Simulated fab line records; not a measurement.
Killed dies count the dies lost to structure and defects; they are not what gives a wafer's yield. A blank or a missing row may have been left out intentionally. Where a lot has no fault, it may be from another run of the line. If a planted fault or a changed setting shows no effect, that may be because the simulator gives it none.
2 desks, one fault :: flow n5_finfet :: every desk sees just its own numbers, and what lay behind them comes last

THE TOOL OWNER'S DESK: rie_diel-02
The tool's own readings at N5_BEOL_M2_TRENCH_ETCH_37 (etches SiOC in C4F6/O2, target depth 55.555 nm, time 29.2 s): means of the sampled wafers that have a number, for each lot that ran on this tool. Any lot whose mean is over 4 standard deviations away from the usual mean is out of limits and marked OUT; that distance is given in the brackets.
Columns: A = drypump_motor_current_A at N5_BEOL_M2_TRENCH_ETCH_37, usual 5.6 A; B = oes_product_au at N5_BEOL_M2_TRENCH_ETCH_37, usual 0.79 a.u.; C = rf_vpp_V at N5_BEOL_M2_TRENCH_ETCH_37, usual 667 V; D = showerhead_plenum_p_Torr at N5_BEOL_M2_TRENCH_ETCH_37, usual 2.84 Torr; E = throttle_valve_pct at N5_BEOL_M2_TRENCH_ETCH_37, usual 20.6 %
lot: L826
first seen here: day 8 13:52
A: 5.9
B: 0.76
C: 674
D: 2.89
E: 20.8

lot: L827
first seen here: day 8 14:26
A: 5.8
B: 0.82
C: 662
D: 2.82
E: 20.6

lot: L839
first seen here: day 11 20:52
A: 5.8
B: 0.77
C: 675
D: 2.81
E: 20.7

lot: L840
first seen here: day 12 00:22
A: 5.6
B: 0.80
C: 673
D: 2.86
E: 20.5

lot: L841
first seen here: day 12 16:21
A: 5.6
B: 0.80
C: 672
D: 2.86
E: 20.5
Finding of this desk: none of the 5 lots has anything out of limits.

METROLOGY DESK
What the gauges read, lot by lot, whatever tool the lot ran on: means of the sampled wafers that have a number. Any lot whose mean is over 4 standard deviations away from the usual mean is out of limits and marked OUT; that distance is given in the brackets. 7 of its 13 readings are shown, namely those furthest out on some lot.
Columns: A = trench_depth_nm at N5_BEOL_M2_OCD_MEAS_38, usual 54.9 nm; B = M2_RS at N5_BEOL_M2_RS_MEAS_58, usual 0.68 ohm/sq; C = DIBL_N at N5_BEOL_M4_RC_MEAS_101, usual 36.5 mV/V; D = DIBL_P at N5_BEOL_M4_RC_MEAS_101, usual 36.6 mV/V; E = IOFF_P at N5_BEOL_M4_RC_MEAS_101, usual 0.21 nA/um; F = ION_P at N5_BEOL_M4_RC_MEAS_101, usual 460 uA/um; G = VT_P at N5_BEOL_M4_RC_MEAS_101, usual -250 mV
lot: L822
first seen here: day 7 05:33
A: 54.3
B: 0.67
C: 35.6
D: 36.1
E: 0.21
F: 465
G: -251

lot: L826
first seen here: day 8 14:01
A: 51.8
B: 0.72
C: 35.0
D: 35.2
E: 0.23
F: 472
G: -244

lot: L827
first seen here: day 8 14:35
A: 52.7
B: 0.71
C: 37.0
D: 36.6
E: 0.21
F: 460
G: -251

lot: L833
first seen here: day 11 01:48
A: 54.1
B: 0.73
C: 37.6
D: 38.5
E: 0.26
F: 472
G: -246

lot: L837
first seen here: day 11 11:22
A: 53.5
B: 0.73
C: 38.6
D: 39.3
E: 0.25
F: 465
G: -250

lot: L839
first seen here: day 11 21:01
A: 56.0
B: 0.67
C: 35.8
D: 35.9
E: 0.20
F: 455
G: -254

lot: L840
first seen here: day 12 00:31
A: 55.2
B: 0.70
C: 35.5
D: 36.3
E: 0.23
F: 466
G: -246

lot: L841
first seen here: day 12 16:30
A: 55.7
B: 0.66
C: 37.4
D: 36.8
E: 0.23
F: 460
G: -249
Finding of this desk: none of the 8 lots has anything out of limits.

PUT TOGETHER
The desk of the tool owner found nothing out of limits.
From the metrology desk's view, nothing was out of limits.

WHAT WAS PUT IN BY THE SIMULATOR
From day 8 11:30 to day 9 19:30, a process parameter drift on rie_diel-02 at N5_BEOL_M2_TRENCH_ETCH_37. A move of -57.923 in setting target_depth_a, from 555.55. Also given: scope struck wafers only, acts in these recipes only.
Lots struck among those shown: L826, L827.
